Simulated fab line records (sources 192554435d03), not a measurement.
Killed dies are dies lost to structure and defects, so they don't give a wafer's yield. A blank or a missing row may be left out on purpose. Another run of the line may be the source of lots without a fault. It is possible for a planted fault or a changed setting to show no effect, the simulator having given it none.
Chamber matching -- flow n5 finfet -- rie diel-05 running N5_BEOL_M2_VIA_ETCH_34: 4 sister chambers
The step etches the open film in C4F6/O2, target depth 69.4 nm, time 65.9 s. 7 wafers are shown with their chamber, then 7 later ones without.

## WAFERS, EACH WITH ITS CHAMBER
wafer,chamber,rf vpp V (V),oes product au (a.u.)
L088.2,1,658,0.83
L088.5,1,657,0.84
L089.1,0,689,0.96
L089.5,2,659,0.69
L089.6,0,690,0.96
L091.1,3,640,0.98
L091.5,2,659,0.68

## WAFERS WHOSE CHAMBER IS MISSING
wafer,rf vpp V (V),oes product au (a.u.)
L091.6,658,0.82
L093.1,660,0.69
L093.4,689,0.92
L093.6,687,0.92
L092.1,639,0.96
L092.3,688,0.93
L092.4,659,0.69

## WHICH CHAMBER EACH ONE RAN IN
wafer,from the rows above,in truth
L091.6,1,1
L093.1,2,2
L093.4,0,0
L093.6,0,0
L092.1,3,3
L092.3,0,0
L092.4,2,2
Placed correctly: 7 of 7. Can't be placed from these rows: 0. Number placed wrongly: 0.
How it was worked out, from the rows above alone: a wafer's distance from a chamber is the root of the sum, over the readings, of the square of ((its reading less the chamber's mean) divided by the reading's scatter). The wafer belongs to the nearest chamber; if the next one is less than 2 further off, it can't be placed. The mean given for a chamber averages the wafers shown for that chamber. How the scatter is found: for the shown wafers, subtract from each reading the mean of its chamber, square and add these, divide the total by (wafers less chambers), then take the root.
